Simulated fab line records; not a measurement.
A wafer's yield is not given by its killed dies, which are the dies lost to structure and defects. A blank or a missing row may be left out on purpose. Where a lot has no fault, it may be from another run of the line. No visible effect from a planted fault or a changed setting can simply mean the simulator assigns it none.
fab line records	flow n5-finfet
record: lots: 7	wafers: 19	last-day: 17
route steps=1938 shown BEOL_M2@870 BEOL_M4@1111 PASSIVATION@1936
lots with no fault: from the same line, run without faults
start-h: hours from the record's opening day to when the first of the lot's shown wafers began	wait-h: hours from the lot's prior step to this one	" repeats the value in the row above	L1.1+2: a single row standing in for several wafers	- value missing, or start not given	* or withheld: withheld	< > ~ a bound
route shown NAME@n: names a module that has steps shown in the file, with the first one's number in the route	usual: average and standard deviation across the fault-free wafers	same: alike in all rows	chamber/n: place in a boat	sites: the reading at each site	_std_site: standard deviation across them	_edge_site: inner sites' mean taken away from outer sites' mean	radius-mm: how far each site lies from the wafer's centre	mask NAME#n: copy n	behind: the tool/chamber that last shaped the wafer	hold: cause of the lot's hold/its duration in hours/its outcome	device: whichever transistor did not switch (one of n, p or np)	end of line: the route-end tests of the same wafers	step lacking rows: just its recipe	killed: the dies lost at the first sort to structure and to defects; this is not the yield of the wafer	map: shows each die of a wafer: x if killed, . if not, _ if none is there
set.NAME: the setting as run; set.NAME@STEP: as run at that earlier step	model.NAME: the simulator's own value behind a step, which no gauge read
lots seen at some steps along the route; tables by step, rows by wafer
services: from which hour (start-h, from the record's first day; less than 0 if before it) a tool's chamber was out of use, for how many hours, and why
== steps ==
step: N5_BEOL_M2_COAT_22
recipe: resist: CAR-EUV	spin-rpm: 1500	resist-thk-nm: 30
step: N5_BEOL_M2_EBR_24
recipe: solvent: PGMEA	ebr-width-mm: 1.5
step: N5_BEOL_M2_SOFTBAKE_23
recipe: temp-c: 110	time-s: 60	resist: CAR-EUV
step: N5_BEOL_M2_EXPOSE_25
recipe: mask-id: V1	na: 0.33	source-shape: quasar	sigma-inner: 0.2	sigma-outer: 0.8	polarization: unpolarized	defocus-nm: 5	dose-mj: 63
step: N5_BEOL_M2_PEB_26
recipe: peb-temp-c: 100	peb-time-s: 60	resist: CAR-EUV
step: N5_BEOL_M2_DEVELOP_27
recipe: develop-time-s: 30	developer: TMAH	resist: CAR-EUV	rinse-liquid: surfactant-rinse	dry: air-spin	dev-temp-c: 23
step: N5_BEOL_M2_CD_MEAS_28
recipe: target-cd-nm: 26.2	landing-energy-ev: 500	detector: se-inlens	target-cd-y-nm: 24.1	polarity: opening
usual: cd-nm: 26.17/0.21
lot.wafer	tool	chamber	start-h	wait-h	cd-nm
L819.2	cd-sem-02	0	153.41	-	25.75
L819.4	"	0	"	"	25.99
L819.5	"	0	"	"	25.87
L817.2	cd-sem-01	0	177.77	-	25.98
L817.3	"	0	"	"	26.22
L817.4	"	0	"	"	25.97
L825.3	cd-sem-02	0	185.07	-	26.13
L825.5	"	0	"	"	26.20
L825.6	"	0	"	"	26.08
L829.2	cd-sem-01	0	213.31	-	26.06
L829.4	"	0	"	"	26.01
L829.5	"	0	"	"	26.07
L833.2	cd-sem-01	0	236.47	-	26.50
L833.3	"	0	"	"	26.16
L832.1	cd-sem-01	0	236.63	-	26.37
L832.5	"	0	"	"	26.17
L832.6	"	0	"	"	26.16
L835.1	cd-sem-01	0	243.32	-	26.43
L835.2	"	0	"	"	25.99
step: N5_BEOL_M2_OVL_MEAS_29
recipe: points-per-wafer: 522
usual: V1_OVL: 0.0/0.61
lot.wafer	tool	chamber	start-h	wait-h	V1_OVL[nm]
L819.2	overlay-02	0	153.44	0.0	0.8
L819.4	"	0	"	"	0.1
L819.5	"	0	"	"	0.3
L817.2	overlay-02	0	177.81	0.0	-0.3
L817.3	"	0	"	"	-0.1
L817.4	"	0	"	"	1.0
L825.3	overlay-01	0	185.11	0.0	-1.0
L825.5	"	0	"	"	-1.0
L825.6	"	0	"	"	-0.1
L829.2	overlay-02	0	213.34	0.0	-0.3
L829.4	"	0	"	"	-0.1
L829.5	"	0	"	"	-0.6
L833.2	overlay-02	0	236.51	0.0	-0.3
L833.3	"	0	"	"	-0.4
L832.1	overlay-01	0	236.66	0.0	-0.4
L832.5	"	0	"	"	-0.3
L832.6	"	0	"	"	-0.8
L835.1	overlay-01	0	243.35	0.0	-0.4
L835.2	"	0	"	"	0.0
step: N5_BEOL_M2_INSPECT_30
recipe: mode: adi	inspect-instrument: brightfield
usual: raw-defect-count: 410/100
lot.wafer	tool	chamber	start-h	wait-h	raw-defect-count
L819.2	defect-inspect-02	-	153.50	0.0	363
L819.4	"	-	"	"	350
L819.5	"	-	"	"	472
L817.2	defect-inspect-02	-	177.86	0.0	355
L817.3	"	-	"	"	372
L817.4	"	-	"	"	432
L825.3	defect-inspect-01	-	185.15	0.0	332
L825.5	"	-	"	"	249
L825.6	"	-	"	"	224
L829.2	defect-inspect-01	-	213.39	0.0	255
L829.4	"	-	"	"	352
L829.5	"	-	"	"	243
L833.2	defect-inspect-02	-	236.56	0.0	309
L833.3	"	-	"	"	320
L832.1	defect-inspect-01	-	236.71	0.1	346
L832.5	"	-	"	"	236
L832.6	"	-	"	"	247
L835.1	defect-inspect-01	-	243.40	0.1	516
L835.2	"	-	"	"	415
step: N5_BEOL_M2_DESCUM_33
recipe: chemistry: O2	time-s: 7	source-power-w: 50	bias-power-w: 20	pressure-mtorr: 20	rf-frequency-hz: 2.712e+07	temp-c: 40	resist: CAR-EUV	o2-flow-sccm: 225
usual: bias-power-w: 20.00/0.06	drypump-motor-current-A: 5.5/0.48	oes-product-au: 0.79/0.065	rf-vpp-V: 243.6/1.4	showerhead-plenum-p-Torr: 2.13/0.068	throttle-valve-pct: 20.56/0.19
lot.wafer	tool	chamber	start-h	wait-h	bias-power-w	drypump-motor-current-A	oes-product-au	rf-hours-counter-h	rf-vpp-V	showerhead-plenum-p-Torr	throttle-valve-pct
L819.2	rie-diel-05	1	153.53	0.0	19.98	5.6	0.85	64	243.1	2.04	20.41
L819.4	"	1	"	"	20.01	5.6	0.85	-	244.2	2.04	20.42
L819.5	"	2	"	"	19.98	5.6	0.90	-	245.6	2.22	20.36
L817.2	rie-diel-03	1	177.90	0.0	20.02	5.2	0.80	113	242.2	2.12	20.52
L817.3	"	0	"	"	19.98	5.7	0.75	142	244.7	2.18	20.44
L817.4	"	2	"	"	19.99	5.3	0.76	118	244.2	2.12	20.89
L825.3	rie-diel-05	2	185.19	0.0	19.99	5.6	0.88	52	244.8	2.22	20.38
L825.5	"	1	"	"	20.06	5.6	0.85	-	242.4	2.04	20.44
L825.6	"	2	"	"	19.97	5.6	0.89	-	245.7	2.22	20.36
L829.2	rie-diel-03	0	213.43	0.0	20.07	5.7	0.74	155	243.7	2.17	20.46
L829.4	"	2	"	"	20.00	5.3	0.74	132	243.7	2.11	20.90
L829.5	"	0	"	"	20.05	5.7	0.74	-	244.5	2.17	20.45
L833.2	rie-diel-01	0	236.59	0.0	19.97	6.3	0.79	116	244.0	2.10	20.18
L833.3	"	3	"	"	20.11	5.4	0.70	208	242.6	2.15	20.35
L832.1	rie-diel-05	1	236.75	0.0	20.00	5.7	0.82	90	243.0	2.03	20.44
L832.5	"	1	"	"	20.01	5.7	0.82	-	242.2	2.03	20.46
L832.6	"	0	"	"	20.06	6.2	0.82	-	242.6	2.04	20.79
L835.1	rie-diel-05	1	243.90	0.5	19.97	5.7	0.82	92	240.8	2.03	20.46
L835.2	"	3	"	"	20.01	4.6	0.81	86	245.3	2.21	20.58
step: N5_BEOL_M2_ETCH_77
recipe: chemistry: N2/H2	target: underlayer	target-depth-a: 65	mask-material: CAR-EUV	time-s: 5.2	ion-energy-ev: 200	pressure-mtorr: 30	source-w: 840	bias-w: 150	n2-flow-sccm: 200	h2-flow-sccm: 200	ends: cleared
usual: drypump-motor-current-A: 5.5/0.49	etch-rf-on-time-s: 5.18/0.16	h2-flow-sccm: 200.0/0.59	oes-product-au: 0.67/0.054	rf-vpp-V: 524.8/2.6	showerhead-plenum-p-Torr: 2.59/0.087	throttle-valve-pct: 17.97/0.1
lot.wafer	tool	chamber	start-h	wait-h	drypump-motor-current-A	etch-rf-on-time-s	h2-flow-sccm	oes-product-au	rf-hours-counter-h	rf-vpp-V	showerhead-plenum-p-Torr	throttle-valve-pct
L819.2	rie-diel-05	1	153.56	0.0	5.7	5.11	199.3	0.73	64	523.1	2.49	18.00
L819.4	"	1	"	"	5.6	5.09	199.2	0.74	-	522.5	2.48	17.99
L819.5	"	2	"	"	5.6	4.81	200.3	0.77	-	527.9	2.72	17.90
L817.2	rie-diel-03	1	177.93	0.0	5.2	5.23	200.5	0.69	113	526.0	2.57	17.95
L817.3	"	0	"	"	5.7	5.07	200.0	0.65	142	526.3	2.66	17.96
L817.4	"	2	"	"	5.3	5.31	199.8	0.66	118	525.0	2.55	18.06
L825.3	rie-diel-05	2	185.22	0.0	5.6	4.86	199.9	0.77	52	528.1	2.71	17.91
L825.5	"	1	"	"	5.6	5.10	199.3	0.73	-	521.5	2.48	18.02
L825.6	"	2	"	"	5.6	4.87	199.5	0.75	-	526.4	2.71	17.94
L829.2	rie-diel-03	0	213.46	0.0	5.7	5.15	200.9	0.64	155	527.3	2.66	18.00
L829.4	"	2	"	"	5.3	5.33	200.4	0.64	132	522.9	2.54	18.09
L829.5	"	0	"	"	5.7	5.16	200.0	0.64	-	526.9	2.66	17.96
L833.2	rie-diel-01	0	236.63	0.0	6.4	5.31	199.9	0.66	116	524.1	2.58	17.85
L833.3	"	3	"	"	5.4	5.11	199.6	0.60	208	525.5	2.62	17.90
L832.1	rie-diel-05	1	236.78	0.0	5.7	5.08	199.3	0.71	90	522.9	2.48	18.01
L832.5	"	1	"	"	5.7	5.05	199.1	0.70	-	521.0	2.47	18.04
L832.6	"	0	"	"	6.2	5.30	200.5	0.68	-	520.7	2.45	18.00
L835.1	rie-diel-05	1	243.93	0.0	5.7	5.07	201.4	0.71	92	521.5	2.47	18.06
L835.2	"	3	"	"	4.6	5.32	199.3	0.68	86	528.2	2.67	17.93
step: N5_BEOL_M2_ETCH_69
recipe: chemistry: CF4	target: SiARC	target-depth-a: 156	mask-material: CAR-EUV	time-s: 26	ion-energy-ev: 80	pressure-mtorr: 40	source-w: 545	bias-w: 36	Ar_flow_sccm: 100	cf4-flow-sccm: 100	ends: cleared
usual: drypump-motor-current-A: 5.5/0.48	etch-rf-on-time-s: 25.9/0.73	oes-product-au: 0.68/0.054	rf-vpp-V: 184.5/1.1	showerhead-plenum-p-Torr: 2.18/0.071	throttle-valve-pct: 15.69/0.17
lot.wafer	tool	chamber	start-h	wait-h	drypump-motor-current-A	etch-rf-on-time-s	oes-product-au	rf-hours-counter-h	rf-vpp-V	showerhead-plenum-p-Torr	throttle-valve-pct
L819.2	rie-diel-05	1	153.58	0.0	5.6	25.6	0.73	64	183.9	2.08	15.45
L819.4	"	1	"	"	5.6	25.4	0.74	-	182.9	2.08	15.46
L819.5	"	2	"	"	5.6	24.4	0.78	-	185.7	2.27	15.55
L817.2	rie-diel-03	1	177.95	0.0	5.2	26.4	0.68	113	183.0	2.15	15.56
L817.3	"	0	"	"	5.7	25.6	0.64	142	185.0	2.22	15.60
L817.4	"	2	"	"	5.3	27.1	0.65	118	184.8	2.16	15.93
L825.3	rie-diel-05	2	185.24	0.0	5.6	24.8	0.74	52	185.7	2.26	15.57
L825.5	"	1	"	"	5.7	25.1	0.73	-	183.2	2.07	15.49
L825.6	"	2	"	"	5.6	24.5	0.75	-	186.3	2.26	15.58
L829.2	rie-diel-03	0	213.48	0.0	5.7	24.8	0.65	155	185.1	2.22	15.64
L829.4	"	2	"	"	5.3	26.1	0.65	132	183.0	2.16	15.95
L829.5	"	0	"	"	5.7	25.1	0.64	-	184.5	2.22	15.63
L833.2	rie-diel-01	0	236.64	0.0	6.3	27.1	0.65	116	183.8	2.15	15.45
L833.3	"	3	"	"	5.3	26.2	0.60	208	183.7	2.22	15.73
L832.1	rie-diel-05	1	236.80	0.0	5.7	24.9	0.71	90	182.8	2.07	15.52
L832.5	"	1	"	"	5.7	25.0	0.72	-	183.6	2.07	15.53
L832.6	"	0	"	"	6.1	26.5	0.68	-	182.3	2.07	15.79
L835.1	rie-diel-05	1	243.95	0.0	5.7	25.3	0.71	92	183.3	2.07	15.53
L835.2	"	3	"	"	4.6	27.1	0.68	86	185.3	2.26	15.74
step: N5_BEOL_M2_ALD_98
recipe: material: SiO2	target-thk-a: 25	temp-c: 100	ald-precursor-family: BDEAS	ald-co-reactant: O2-plasma	pulse-time-s: 1	co-reactant-pulse-time-s: 1	purge-time-s: 2	co-reactant-purge-time-s: 2	ald-cycles: 17	pressure-torr: 2
usual: ald-cycles: 17/0	heater-power-w: 79/8.3	precursor-pulse-height-rel: 1.004/0.019
lot.wafer	tool	chamber	start-h	wait-h	ald-cycles	heater-power-w	precursor-pulse-height-rel
L819.2	ald-sin-04	2	154.12	0.5	17	93	0.991
L819.4	"	0	"	"	17	93	0.997
L819.5	"	2	"	"	17	95	0.972
L817.2	ald-sin-03	1	178.11	0.1	17	73	0.994
L817.3	"	3	"	"	17	77	0.974
L817.4	"	2	"	"	17	66	1.019
L825.3	ald-sin-04	3	186.02	0.7	17	86	1.038
L825.5	"	2	"	"	17	93	1.039
L825.6	"	3	"	"	17	86	0.984
L829.2	ald-sin-04	2	214.46	0.9	17	94	1.007
L829.4	"	0	"	"	17	89	1.002
L829.5	"	1	"	"	17	79	0.993
L833.2	ald-sin-04	2	236.85	0.2	16	95	0.981
L833.3	"	1	"	"	17	81	0.996
L832.1	ald-sin-04	1	236.95	0.1	16	80	0.961
L832.5	"	1	"	"	17	78	1.011
L832.6	"	0	"	"	17	90	0.977
L835.1	ald-sin-04	0	244.03	0.1	16	92	0.961
L835.2	"	2	"	"	16	98	1.028
step: N5_BEOL_M2_ETCHBACK_99
recipe: chemistry: CHF3	target: SiO2	target-depth-a: 50	time-s: 10.4	source-w: 215	bias-w: 47	Ar_flow_sccm: 200	CHF3_flow_sccm: 12	ion-energy-ev: 100	pressure-mtorr: 30
usual: drypump-motor-current-A: 5.5/0.5	oes-product-au: 0.79/0.068	rf-vpp-V: 242/5.3	showerhead-plenum-p-Torr: 2.20/0.069	throttle-valve-pct: 17.18/0.18
lot.wafer	tool	chamber	start-h	wait-h	drypump-motor-current-A	oes-product-au	rf-hours-counter-h	rf-vpp-V	showerhead-plenum-p-Torr	throttle-valve-pct
L819.2	rie-diel-03	3	157.35	3.2	6.3	0.68	228	232	2.06	17.49
L819.4	"	0	"	"	5.7	0.76	135	241	2.23	17.01
L819.5	"	0	"	"	5.7	0.76	-	241	2.23	17.04
L817.2	rie-diel-01	1	180.51	2.4	5.3	0.87	49	242	2.19	16.99
L817.3	"	2	"	"	5.0	0.74	179	243	2.23	17.34
L817.4	"	0	"	"	6.3	0.80	99	246	2.17	16.89
L825.3	rie-diel-03	1	192.05	6.0	5.2	0.79	119	241	2.16	17.08
L825.5	"	1	"	"	5.2	0.79	-	241	2.16	17.06
L825.6	"	0	"	"	5.7	0.75	-	241	2.23	17.06
L829.2	rie-diel-03	1	218.57	4.1	5.2	0.78	129	242	2.16	17.10
L829.4	"	1	"	"	5.2	0.78	-	240	2.16	17.10
L829.5	"	2	"	"	5.3	0.75	-	250	2.17	17.49
L833.2	rie-diel-05	0	240.05	3.1	6.2	0.80	96	232	2.09	17.30
L833.3	"	1	"	"	5.7	0.82	91	231	2.08	16.99
L832.1	rie-diel-03	3	240.92	3.9	6.3	0.99	2	236	2.32	17.09
L832.5	"	0	"	"	5.7	0.73	-	241	2.22	17.08
L832.6	"	3	"	"	6.3	1.00	-	235	2.32	17.08
L835.1	rie-diel-03	0	257.35	13.3	5.7	0.74	175	242	2.22	17.09
L835.2	"	2	"	"	5.3	0.73	150	248	2.17	17.52
step: N5_BEOL_M4_RC_MEAS_101
usual: DIBL_N: 37.1/1.8	DIBL_P: 37.2/2.1	IOFF_N: 0.17/0.033	IOFF_P: 0.22/0.037	ION_N: 680/11	ION_P: 464/7.7	SS_N: 71.7/0.63	SS_P: 73.6/0.67	VT_N: 248.9/2.9	VT_P: -251/3.6
lot.wafer	tool	chamber	start-h	wait-h	DIBL_N[mV/V]	DIBL_P[mV/V]	IOFF_N[nA/um]	IOFF_P[nA/um]	ION_N[uA/um]	ION_P[uA/um]	SS_N[mV/dec]	SS_P[mV/dec]	VT_N[mV]	VT_P[mV]
L819.2	prober-01	0	187.80	0.2	33.6	33.5	0.12	0.16	656	455	71.5	71.4	253.8	-255
L819.4	"	0	"	"	35.6	36.5	0.15	0.20	670	464	71.3	73.7	251.5	-251
L819.5	"	0	"	"	39.0	40.9	0.24	0.28	696	475	71.8	74.5	244.6	-247
L817.2	prober-02	0	213.20	0.2	39.1	41.6	0.20	0.26	691	472	72.0	74.1	246.7	-250
L817.3	"	0	"	"	36.6	37.8	0.16	0.21	693	482	71.2	73.6	249.9	-250
L817.4	"	0	"	"	37.2	38.0	0.16	0.20	668	453	71.5	72.9	250.0	-250
L825.3	prober-01	0	220.13	0.3	35.1	35.4	0.13	0.15	671	454	70.9	73.6	253.0	-258
L825.5	"	0	"	"	35.0	35.9	0.12	0.15	666	449	71.0	73.6	254.4	-257
L825.6	"	0	"	"	34.7	35.4	0.13	0.16	679	457	71.0	73.2	252.6	-258
L829.2	prober-02	0	259.23	0.2	38.6	41.3	0.21	0.25	690	462	71.7	74.6	246.1	-252
L829.4	"	0	"	"	37.9	39.6	0.18	0.22	678	457	72.2	73.5	247.0	-250
L829.5	"	0	"	"	40.2	42.5	0.24	0.28	683	461	72.6	74.7	246.3	-248
L833.2	prober-01	0	281.59	0.2	37.0	35.7	0.15	0.17	676	453	71.9	72.8	248.9	-257
L833.3	"	0	"	"	37.7	37.1	0.18	0.19	687	459	71.1	73.3	247.4	-254
L832.1	prober-02	0	281.74	0.0	35.9	36.3	0.15	0.18	676	457	71.1	73.5	247.3	-255
L832.5	"	0	"	"	34.2	34.2	0.12	0.15	661	451	71.8	72.7	253.1	-257
L832.6	"	0	"	"	37.5	38.5	0.19	0.21	684	455	71.6	73.7	245.6	-252
L835.1	prober-01	0	286.63	0.3	35.1	36.7	0.14	0.20	674	461	70.9	73.1	250.6	-250
L835.2	"	0	"	"	37.7	39.0	0.19	0.24	686	472	71.8	74.3	246.5	-247
step: N5_PASSIVATION_PROBE_49
usual: defect-limited-yield: 91.7/1.5	killed_at_M0_to_M3: 32/10	killed_at_M4_up: 14/5.3	killed-at-contacts: 13/5.7	killed-at-front-end: 37/10	killed-at-other: 3.3/2.5	killed-dies: 98/18	killed-on-rim: 13/3.6	killed-open: 65/13	killed-short: 31/7.5	sort_bin_4_leakage: 0.00/0.0099	sort_bin_5_function: 4.9/0.91	sort_bin_6_memory: 3.1/0.71	sort-n-pass: 1082/18	sort-yield-pct: 91.7/1.5
same: gross-dies: 1180	killed-at-back-side: 0	sort_bin_8_speed[%]: 0
lot.wafer	tool	chamber	start-h	wait-h	defect-limited-yield[%]	killed_at_M0_to_M3	killed_at_M4_up	killed-at-contacts	killed-at-front-end	killed-at-other	killed-dies	killed-on-rim	killed-open	killed-short	sort_bin_4_leakage[%]	sort_bin_5_function[%]	sort_bin_6_memory[%]	sort-n-pass	sort-yield-pct[%]
L819.2	prober-02	-	289.17	0.1	90.2	40	17	17	39	3	116	16	79	37	0	5.8	3.7	1064	90.2
L819.4	prober-02	-	289.27	0.2	87.6	54	15	13	60	4	146	19	97	45	0	6.5	5.1	1034	87.6
L819.5	prober-02	-	289.32	0.2	89.3	47	20	12	43	4	126	14	76	49	0	6.7	3.5	1054	89.3
L817.2	prober-01	-	331.82	0.1	89.2	18	18	17	74	1	128	17	88	36	0	6.5	3.8	1052	89.2
L817.3	prober-01	-	331.87	0.1	91.7	41	16	10	30	1	98	16	66	31	0	4.8	3.3	1082	91.7
L817.4	prober-01	-	331.92	0.2	92.3	20	21	16	33	1	91	13	54	32	0	4.9	2.2	1089	92.3
L825.3	prober-01	-	333.05	0.1	95.1	17	3	10	28	0	58	7	36	22	0	2.6	2.2	1122	95.1
L825.5	prober-01	-	333.15	0.2	92.1	41	15	12	23	2	93	19	70	23	0	5.3	2.5	1087	92.1
L825.6	prober-01	-	333.20	0.3	90.5	42	12	13	40	5	112	21	69	40	0	5.6	3.3	1068	90.5
L829.2	prober-02	-	360.53	0.1	89.3	51	13	16	45	1	126	13	86	36	0	6.8	3.4	1054	89.3
L829.4	prober-02	-	360.63	0.2	87.6	71	17	12	44	2	146	12	101	45	0	6.9	4.8	1034	87.6
L829.5	prober-02	-	360.68	0.2	90.7	41	15	16	35	3	110	13	72	35	0.08	5.5	3.5	1069	90.6
L832.1	prober-01	-	386.55	0.0	91.7	34	14	7	40	3	98	12	61	34	0	5.1	3.1	1082	91.7
L832.5	prober-01	-	386.75	0.2	92.5	29	10	4	42	3	88	15	52	31	0	4.2	2.7	1092	92.5
L832.6	prober-01	-	386.80	0.3	92.0	28	12	9	41	4	94	18	53	36	0	4.6	3.0	1086	92.0
L833.2	prober-01	-	397.55	0.1	91.4	37	14	16	33	1	101	18	68	30	0	4.7	3.6	1079	91.4
L833.3	prober-01	-	397.60	0.1	93.4	33	7	14	20	4	78	9	49	28	0	4.2	2.1	1102	93.4
L835.1	prober-02	-	398.97	0.0	92.9	34	9	15	21	5	84	8	56	28	0	3.6	3.3	1096	92.9
L835.2	prober-02	-	399.02	0.1	93.6	30	6	13	24	2	75	16	52	23	0	4.1	1.9	1105	93.6
killed by level:class
L819.2 BEOL_M2:geometric-particle:open=16 MOL_CONTACT_COAG:geometric-particle:open=15 BEOL_M3:geometric-particle:open=9 FIN_SAQP:geometric-particle:short=8 STI_FIN_REVEAL:geometric-particle:open=6 GATE_CUT:geometric-particle:open=5 GATE_CUT:geometric-particle:short=5 BEOL_M4:geometric-particle:short=5
L819.4 STI_FIN_REVEAL:geometric-particle:open=21 DUMMY_GATE:geometric-particle:open=15 BEOL_M0_SAQP:geometric-particle:short=14 BEOL_M0_SAQP:geometric-particle:open=12 MOL_CONTACT_COAG:geometric-particle:open=11 FIN_SAQP:geometric-particle:open=7 BEOL_M0:geometric-particle:open=6 BEOL_M3:geometric-particle:open=6
L819.5 BEOL_M0_SAQP:geometric-particle:short=16 MOL_CONTACT_COAG:geometric-particle:open=11 FIN_SAQP:geometric-particle:open=9 BEOL_M2:geometric-particle:open=9 STI_FIN_REVEAL:geometric-particle:open=8 BEOL_M0_SAQP:geometric-particle:open=7 DUMMY_GATE:geometric-particle:open=6 BEOL_M3:geometric-particle:short=6
L817.2 STI_FIN_REVEAL:geometric-particle:open=28 MOL_CONTACT_COAG:geometric-particle:open=13 FIN_SAQP:geometric-particle:open=11 DUMMY_GATE:geometric-particle:open=11 FIN_SAQP:geometric-particle:short=9 STI_FIN_REVEAL:geometric-particle:short=7 BEOL_M4:geometric-particle:open=7 MOL_CONTACT_COAG:geometric-particle:short=4
L817.3 BEOL_M0_SAQP:geometric-particle:open=13 BEOL_M1:geometric-particle:open=10 BEOL_M4:geometric-particle:open=9 FIN_SAQP:geometric-particle:open=7 DUMMY_GATE:geometric-particle:open=7 MOL_CONTACT_COAG:geometric-particle:open=7 BEOL_M0_SAQP:geometric-particle:short=7 DUMMY_GATE:geometric-particle:short=4
L817.4 MOL_CONTACT_COAG:geometric-particle:open=11 BEOL_M4:geometric-particle:open=10 STI_FIN_REVEAL:geometric-particle:open=6 STI_FIN_REVEAL:geometric-particle:short=5 MOL_CONTACT_COAG:geometric-particle:short=5 HKMG_FIN:area-etch=5 BEOL_M0_SAQP:geometric-particle:short=4 BEOL_M0_SAQP:geometric-particle:open=4
L825.3 MOL_CONTACT_COAG:geometric-particle:open=8 FIN_SAQP:geometric-particle:short=5 STI_FIN_REVEAL:geometric-particle:open=5 BEOL_M3:geometric-particle:open=5 BEOL_M0_SAQP:geometric-particle:short=4 STARTING-WAFER:geometric-particle:short=4 GATE_CUT:geometric-particle:open=3 FIN_SAQP:geometric-particle:open=2
L825.5 MOL_CONTACT_COAG:geometric-particle:open=11 BEOL_M0_SAQP:geometric-particle:open=11 BEOL_M4:geometric-particle:open=9 STI_FIN_REVEAL:geometric-particle:open=7 BEOL_M0_SAQP:geometric-particle:short=6 BEOL_M2:geometric-particle:open=6 BEOL_M3:geometric-particle:open=6 BEOL_M2:geometric-particle:short=5
L825.6 BEOL_M2:geometric-particle:open=17 MOL_CONTACT_COAG:geometric-particle:open=11 FIN_SAQP:geometric-particle:short=9 BEOL_M4:geometric-particle:open=8 STI_FIN_REVEAL:geometric-particle:open=7 BEOL_M0_SAQP:geometric-particle:short=7 STI_FIN_REVEAL:geometric-particle:short=6 BEOL_M0_SAQP:geometric-particle:open=6
L829.2 FIN_SAQP:geometric-particle:open=16 MOL_CONTACT_COAG:geometric-particle:open=14 BEOL_M0_SAQP:geometric-particle:short=12 BEOL_M0_SAQP:geometric-particle:open=10 FIN_SAQP:geometric-particle:short=9 STI_FIN_REVEAL:geometric-particle:open=9 BEOL_M1:geometric-particle:open=9 BEOL_M2:geometric-particle:open=7
L829.4 BEOL_M0_SAQP:geometric-particle:short=21 BEOL_M0_SAQP:geometric-particle:open=18 FIN_SAQP:geometric-particle:open=16 BEOL_M1:geometric-particle:open=13 MOL_CONTACT_COAG:geometric-particle:open=10 BEOL_M2:geometric-particle:open=10 BEOL_M4:geometric-particle:open=10 FIN_SAQP:geometric-particle:short=7
L829.5 FIN_SAQP:geometric-particle:open=16 MOL_CONTACT_COAG:geometric-particle:open=14 FIN_SAQP:geometric-particle:short=11 BEOL_M0:geometric-particle:open=10 BEOL_M0_SAQP:geometric-particle:open=10 BEOL_M0_SAQP:geometric-particle:short=9 BEOL_M1:geometric-particle:open=5 BEOL_M4:geometric-particle:open=5
L832.1 FIN_SAQP:geometric-particle:short=11 DUMMY_GATE:geometric-particle:open=9 FIN_SAQP:geometric-particle:open=7 MOL_CONTACT_COAG:geometric-particle:open=5 BEOL_M0_SAQP:geometric-particle:open=5 BEOL_M1:geometric-particle:open=5 BEOL_M2:geometric-particle:open=5 STI_FIN_REVEAL:geometric-particle:open=4
L832.5 FIN_SAQP:geometric-particle:short=13 FIN_SAQP:geometric-particle:open=10 BEOL_M0_SAQP:geometric-particle:open=9 BEOL_M2:geometric-particle:open=9 DUMMY_GATE:geometric-particle:open=5 BEOL_M0_SAQP:geometric-particle:short=5 MOL_CONTACT_COAG:geometric-particle:open=3 BEOL_M3:geometric-particle:open=3
L832.6 FIN_SAQP:geometric-particle:open=13 FIN_SAQP:geometric-particle:short=8 BEOL_M0_SAQP:geometric-particle:open=8 BEOL_M0_SAQP:geometric-particle:short=7 MOL_CONTACT_COAG:geometric-particle:open=6 STARTING-WAFER:geometric-particle:short=4 DUMMY_GATE:geometric-particle:open=3 MOL_CONTACT_COAG:geometric-particle:short=3
L833.2 MOL_CONTACT_COAG:geometric-particle:open=11 STI_FIN_REVEAL:geometric-particle:open=10 BEOL_M0_SAQP:geometric-particle:short=10 FIN_SAQP:geometric-particle:open=9 BEOL_M0_SAQP:geometric-particle:open=7 BEOL_M2:geometric-particle:open=6 BEOL_M3:geometric-particle:open=6 BEOL_M4:geometric-particle:open=6
L833.3 MOL_CONTACT_COAG:geometric-particle:open=13 BEOL_M1:geometric-particle:open=7 BEOL_M0_SAQP:geometric-particle:open=6 FIN_SAQP:geometric-particle:open=5 GATE_CUT:geometric-particle:short=5 BEOL_M2:geometric-particle:short=5 BEOL_M0_SAQP:geometric-particle:short=4 BEOL_M2:geometric-particle:open=4
L835.1 MOL_CONTACT_COAG:geometric-particle:open=12 BEOL_M0_SAQP:geometric-particle:open=10 STI_FIN_REVEAL:geometric-particle:open=9 BEOL_M0_SAQP:geometric-particle:short=9 BEOL_M2:geometric-particle:open=8 MOL_CONTACT_COAG:geometric-particle:short=3 BEOL_M1:geometric-particle:open=3 BEOL_M1:geometric-particle:short=3
L835.2 MOL_CONTACT_COAG:geometric-particle:open=11 BEOL_M2:geometric-particle:open=9 BEOL_M0_SAQP:geometric-particle:short=8 STI_FIN_REVEAL:geometric-particle:open=6 FIN_CUT:geometric-particle:open=4 BEOL_M0_SAQP:geometric-particle:open=4 STI_FIN_REVEAL:geometric-particle:short=3 GATE_CUT:geometric-particle:open=3
== services ==
tool	chamber	start-h	hours	kind
rie-diel-01	-	135.57	0.8	repair
rie-diel-05	1	148.75	2.2	repair
rie-diel-05	0	152.80	25.5	repair
rie-diel-05	1	160.48	5.4	repair
rie-diel-01	0	168.70	6.0	repair
ald-sin-03	-	202.41	6.0	pm
ald-sin-03	-	213.12	1.4	repair
rie-diel-03	3	216.77	-	clean
rie-diel-03	3	216.77	-	consumable-replace:focus-ring
rie-diel-03	3	216.77	-	consumable-replace:showerhead
rie-diel-03	3	216.77	18.6	scheduled-down
rie-diel-03	3	216.77	18.6	vent-cycle
ald-sin-04	0	216.77	4.9	repair
rie-diel-01	0	228.17	6.0	repair
rie-diel-01	-	238.12	15.6	pm
ald-sin-03	-	254.56	0.3	repair
ald-sin-04	1	256.66	-	calibration
== key ==
first-sign: step: N5_BEOL_M2_ALD_98	reading: ald-cycles	direction: down	sigmas: 99+	usual: *	struck: *
effect none on later readings
met-at N5_BEOL_M2_ALD_98
struck-wafers L832.1,L833.2,L835.1,L835.2
fault: kind: process-parameter-drift	tool: ald-sin-04	chamber: -	onset-h: 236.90	steps: N5_BEOL_M2_ALD_98	channel: ald-cycles	offset: *	shape: step	end-h: 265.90	scope: struck-wafers-only	acts-in: *	stated: *
